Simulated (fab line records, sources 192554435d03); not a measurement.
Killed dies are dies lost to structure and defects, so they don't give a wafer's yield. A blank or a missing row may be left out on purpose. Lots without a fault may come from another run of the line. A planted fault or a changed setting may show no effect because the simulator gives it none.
A struck lot beside a sound one | flow n5_finfet | 21 steps out of a route of 1938
Sound: wafers L646.1, L646.4, L646.6. Struck: wafers L650.1, L650.6. (L650.5 of the same lot was not struck and is left out.) The cause comes at the end.
At each step with rows: each side's tool, then ch and its chambers, then its first start. Under that, the readings that differ: sound wafers | struck wafers | difference of the means | sigmas: that difference in standard deviations of wafers without a fault.
alike: readings whose means differ by less than 2 such deviations, and words and numbers that are the same on both sides. not compared: withheld readings, readings that some wafer has no value for, bounds like >300 that may hide the same value, and numbers for which the record gives no deviation and whose values overlap.
The two part at a step that has a row with sigmas, a row that says differs or no value, or rows on one side only. Numbers that don't overlap but have no deviation are shown without sigmas and don't part them. A reading that every wafer of one side lacks parts them only if that side has two wafers or more.

first, 8 steps without rows for these wafers: N5_ILD0_LINER_00 (material SiNx, target thk 4 nm, pulse time 1 s, purge time 2 s); N5_ILD0_FCVD_FILL_01 (material SiO2 flowable, target thk 200 nm, time 328.3 s); N5_ILD0_CURE_02 (time 1800 s); N5_ILD0_CMP_03 (polishes, stops on SiNx, t overpolish 1.9 s, target thk 197.38 nm); N5_ILD0_CMP_07 (polishes SiO2 flowable, stops on poly-Si, t overpolish 1.18 s, target thk 138.88 nm); N5_ILD0_PRECLEAN_10 (cleans in NF3:NH3, afs cycles 5, time 20 s, sublimation time 60 s); N5_ILD0_ALD_15 (deposits SiNx, target thk 24 nm, pulse time 1 s, ald cycles 480); N5_ILD0_CMP_12 (polishes SiNx, stops on poly-Si, t overpolish 6 s, target thk 17.67 nm).
N5_SDB_HM_DEP_00: deposits SiNx from SiH4/NH3/N2, target thk 40 nm, time 35.3 s.
  sound on pecvd-02 ch 0,2, day 5 18:17; struck on pecvd-02 ch 2, day 6 17:27
  alike: heater_power_w, showerhead_plenum_p_Torr, throttle_valve_pct
then, 8 steps without rows for these wafers: N5_SDB_COAT_03 (time 60 s, resist thk 100 nm); N5_SDB_COAT_04 (time 60 s, resist thk 18 nm); N5_SDB_COAT_05 (resist thk 90 nm); N5_SDB_EBR_07; N5_SDB_SOFTBAKE_06 (time 60 s); N5_SDB_EXPOSE_08 (exposes mask SDB); N5_SDB_PEB_09 (peb time 60 s); N5_SDB_DEVELOP_10 (develop time 30 s).
N5_SDB_INSPECT_13: inspects for defects (brightfield).
  sound on defect_inspect-01, day 5 18:47; struck on defect_inspect-01, day 6 17:50
  reading          | sound    | struck  | difference | sigmas
  raw_defect_count | 50 74 42 | 639 680 | +604       | +22
then, 1 step without rows for these wafers: N5_SDB_DESCUM_16 (chemistry O2, time 7.9 s).
-- the record jumps here: 6 days lie between the struck wafers' starts before and after (it left off in module SDB and takes up again in module BEOL_M4, whose first step shown is number 1111 of the route) --
N5_BEOL_M4_RC_MEAS_101:
  sound on prober-02 ch 0, day 11 14:39; struck on prober-02 ch 0, day 13 02:02
  alike: DIBL_N, DIBL_P, IOFF_N, IOFF_P, ION_N, ION_P, SS_N, SS_P, VT_N, VT_P
-- the record jumps here: 4 days lie between the struck wafers' starts before and after (it left off in module BEOL_M4 and takes up again in module PASSIVATION, whose first step shown is number 1936 of the route) --
N5_PASSIVATION_PROBE_49:
  sound on prober-02, day 15 17:49; struck on prober-01, day 17 05:55
  reading                  | sound | struck    | difference | sigmas
  defect_limited_yield (%) | 92.9  | 82.1 80.8 | -11.5      | -7
  killed_at_front_end      | 36    | 148 167   | +122       | +10
  killed_dies              | 84    | 211 226   | +134       | +7
  killed_on_rim            | 16    | 22 30     | +10        | +3
  sort_bin_5_function (%)  | 3.8   | 11.2 13.2 | +8.4       | +8
  sort_n_pass              | 1096  | 969 954   | -134       | -7
  sort_yield_pct (%)       | 92.9  | 82.1 80.8 | -11.5      | -7
  alike: killed_at_M0_to_M3, killed_at_M4_up, killed_at_contacts, killed_at_other, killed_open, killed_short, sort_bin_6_memory

WHERE THEY PART
First at N5_SDB_INSPECT_13; last, within this record, at N5_PASSIVATION_PROBE_49.

WHY: what the simulator had put in
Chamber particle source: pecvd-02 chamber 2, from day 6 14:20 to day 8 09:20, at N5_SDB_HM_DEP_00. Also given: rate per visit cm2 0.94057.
